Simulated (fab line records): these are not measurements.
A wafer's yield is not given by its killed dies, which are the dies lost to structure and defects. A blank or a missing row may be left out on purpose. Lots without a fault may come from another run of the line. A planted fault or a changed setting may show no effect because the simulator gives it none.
Chamber matching	flow n5 finfet	4 sister chambers for N5_SD_EPI_P_DESCUM_14 on rie diel-03
The step chemistry O2, time 7.9 s. 4 wafers are shown with their chamber, then 10 later ones without.

== WAFERS PAIRED WITH THEIR CHAMBERS ==
wafer	chamber	throttle valve pct (%)
L084.2	0	20.44
L082.4	1	19.98
L085.2	3	20.47
L085.4	2	20.41

== WAFERS WITH NO CHAMBER GIVEN ==
wafer	throttle valve pct (%)
L085.6	20.41
L091.1	20.02
L091.5	20.44
L091.6	20.16
L095.3	20.43
L095.5	20.46
L095.6	20.03
L096.1	20.44
L096.3	20.02
L096.5	20.01

== WHICH CHAMBER EACH WENT THROUGH ==
wafer	from the rows above	in truth
L085.6	can't be placed: 2 or 0 or 3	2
L091.1	1	1
L091.5	can't be placed: 0 or 3 or 2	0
L091.6	can't be placed: 1 or 2 or 0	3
L095.3	can't be placed: 0 or 2 or 3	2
L095.5	can't be placed: 3 or 0 or 2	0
L095.6	1	1
L096.1	can't be placed: 0 or 3 or 2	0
L096.3	1	1
L096.5	1	1
Correctly placed: 4 of 10. Unplaceable from these rows: 6, with the true chamber sitting among the candidates in 5. 0 placed wrongly.
How it was worked out, from the rows above alone: a wafer's distance from a chamber is the root of the sum, over the readings, of the square of ((its reading less the chamber's mean) divided by the reading's scatter). If the next closest chamber is less than 2 further off than the closest, the wafer can't be placed; otherwise it belongs to the closest. The mean given for a chamber averages the wafers shown for that chamber. The scatter: root of mean squared gap, hidden wafer to nearest shown wafer, with one shown wafer a chamber.
